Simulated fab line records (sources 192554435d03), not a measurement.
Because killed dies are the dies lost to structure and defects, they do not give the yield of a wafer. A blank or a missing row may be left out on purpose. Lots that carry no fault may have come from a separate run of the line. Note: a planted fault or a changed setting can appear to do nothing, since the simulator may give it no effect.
Chamber matching :: flow n5_finfet :: pecvd-04 running N5_BEOL_M0_SAQP_PECVD_04: 3 sister chambers
The step deposits a-Si from SiH4/He, target thk 60 nm, time 60.2 s. 22 wafers are shown with their chamber, then 11 later ones without.

## WAFERS PAIRED WITH THEIR CHAMBERS
wafer: L075.2
chamber: 0
throttle_valve_pct (%): 18.3
showerhead_plenum_p_Torr (Torr): 5.65
heater_power_w (W): 584

wafer: L075.4
chamber: 1
throttle_valve_pct (%): 21.0
showerhead_plenum_p_Torr (Torr): 5.78
heater_power_w (W): 571

wafer: L075.6
chamber: 0
throttle_valve_pct (%): 18.5
showerhead_plenum_p_Torr (Torr): 5.66
heater_power_w (W): 601

wafer: L077.1
chamber: 2
throttle_valve_pct (%): 18.3
showerhead_plenum_p_Torr (Torr): 5.66
heater_power_w (W): 633

wafer: L077.3
chamber: 1
throttle_valve_pct (%): 21.3
showerhead_plenum_p_Torr (Torr): 5.77
heater_power_w (W): 573

wafer: L077.6
chamber: 2
throttle_valve_pct (%): 18.3
showerhead_plenum_p_Torr (Torr): 5.65
heater_power_w (W): 638

wafer: L078.3
chamber: 2
throttle_valve_pct (%): 18.2
showerhead_plenum_p_Torr (Torr): 5.67
heater_power_w (W): 708

wafer: L078.4
chamber: 1
throttle_valve_pct (%): 21.1
showerhead_plenum_p_Torr (Torr): 5.76
heater_power_w (W): 499

wafer: L078.5
chamber: 0
throttle_valve_pct (%): 18.2
showerhead_plenum_p_Torr (Torr): 5.65
heater_power_w (W): 593

wafer: L074.1
chamber: 1
throttle_valve_pct (%): 21.6
showerhead_plenum_p_Torr (Torr): 5.77
heater_power_w (W): 579

wafer: L074.5
chamber: 2
throttle_valve_pct (%): 18.1
showerhead_plenum_p_Torr (Torr): 5.65
heater_power_w (W): 746

wafer: L074.6
chamber: 0
throttle_valve_pct (%): 18.4
showerhead_plenum_p_Torr (Torr): 5.67
heater_power_w (W): 559

wafer: L081.2
chamber: 0
throttle_valve_pct (%): 18.8
showerhead_plenum_p_Torr (Torr): 5.64
heater_power_w (W): 510

wafer: L081.3
chamber: 1
throttle_valve_pct (%): 21.1
showerhead_plenum_p_Torr (Torr): 5.78
heater_power_w (W): 561

wafer: L081.5
chamber: 0
throttle_valve_pct (%): 18.6
showerhead_plenum_p_Torr (Torr): 5.66
heater_power_w (W): 503

wafer: L083.1
chamber: 2
throttle_valve_pct (%): 18.2
showerhead_plenum_p_Torr (Torr): 5.65
heater_power_w (W): 724

wafer: L083.2
chamber: 1
throttle_valve_pct (%): 21.5
showerhead_plenum_p_Torr (Torr): 5.78
heater_power_w (W): 570

wafer: L083.4
chamber: 1
throttle_valve_pct (%): 21.3
showerhead_plenum_p_Torr (Torr): 5.78
heater_power_w (W): 568

wafer: L084.1
chamber: 1
throttle_valve_pct (%): 21.1
showerhead_plenum_p_Torr (Torr): 5.78
heater_power_w (W): 505

wafer: L084.2
chamber: 0
throttle_valve_pct (%): 18.3
showerhead_plenum_p_Torr (Torr): 5.65
heater_power_w (W): 570

wafer: L084.6
chamber: 0
throttle_valve_pct (%): 18.5
showerhead_plenum_p_Torr (Torr): 5.68
heater_power_w (W): 588

wafer: L088.2
chamber: 2
throttle_valve_pct (%): 18.3
showerhead_plenum_p_Torr (Torr): 5.65
heater_power_w (W): 699

SIGNATURES (averages over the wafers above)
reading: throttle_valve_pct
chamber 0: 18.450
chamber 1: 21.250
chamber 2: 18.233
scatter within a chamber: 0.18

reading: showerhead_plenum_p_Torr
chamber 0: 5.6575
chamber 1: 5.7750
chamber 2: 5.6550
scatter within a chamber: 0.01

reading: heater_power_w
chamber 0: 563.50
chamber 1: 553.25
chamber 2: 691.33
scatter within a chamber: 38.2
Rule: a wafer lies at a distance from a chamber equal to the root of the sum of squares, over the readings, of (its reading less the chamber's mean, divided by the reading's scatter). If the next closest chamber is less than 2 further off than the closest, the wafer can't be placed; otherwise it belongs to the closest. The scatter is the square root of a quotient: the sum, over the shown wafers, of each reading's squared deviation from its chamber's mean, divided by wafers minus chambers.

## WAFERS MISSING THEIR CHAMBER
wafer: L088.3
throttle_valve_pct (%): 18.3
showerhead_plenum_p_Torr (Torr): 5.67
heater_power_w (W): 535

wafer: L088.5
throttle_valve_pct (%): 21.0
showerhead_plenum_p_Torr (Torr): 5.77
heater_power_w (W): 562

wafer: L090.1
throttle_valve_pct (%): 18.3
showerhead_plenum_p_Torr (Torr): 5.64
heater_power_w (W): 541

wafer: L090.4
throttle_valve_pct (%): 18.5
showerhead_plenum_p_Torr (Torr): 5.65
heater_power_w (W): 542

wafer: L090.5
throttle_valve_pct (%): 18.1
showerhead_plenum_p_Torr (Torr): 5.66
heater_power_w (W): 735

wafer: L092.3
throttle_valve_pct (%): 21.0
showerhead_plenum_p_Torr (Torr): 5.76
heater_power_w (W): 568

wafer: L092.4
throttle_valve_pct (%): 18.5
showerhead_plenum_p_Torr (Torr): 5.66
heater_power_w (W): 506

wafer: L092.6
throttle_valve_pct (%): 21.4
showerhead_plenum_p_Torr (Torr): 5.78
heater_power_w (W): 557

wafer: L095.2
throttle_valve_pct (%): 21.2
showerhead_plenum_p_Torr (Torr): 5.77
heater_power_w (W): 577

wafer: L095.3
throttle_valve_pct (%): 18.5
showerhead_plenum_p_Torr (Torr): 5.66
heater_power_w (W): 567

wafer: L095.4
throttle_valve_pct (%): 18.5
showerhead_plenum_p_Torr (Torr): 5.66
heater_power_w (W): 568

## CHAMBER TAKEN BY EACH
wafer: L088.3
from the rows above: 0
in truth: 0

wafer: L088.5
from the rows above: 1
in truth: 1

wafer: L090.1
from the rows above: 0
in truth: 0

wafer: L090.4
from the rows above: 0
in truth: 0

wafer: L090.5
from the rows above: 2
in truth: 2

wafer: L092.3
from the rows above: 1
in truth: 1

wafer: L092.4
from the rows above: 0
in truth: 0

wafer: L092.6
from the rows above: 1
in truth: 1

wafer: L095.2
from the rows above: 1
in truth: 1

wafer: L095.3
from the rows above: 0
in truth: 0

wafer: L095.4
from the rows above: 0
in truth: 0
11 of 11 placed correctly. From these rows, 0 cannot be placed. Placed wrongly: 0.
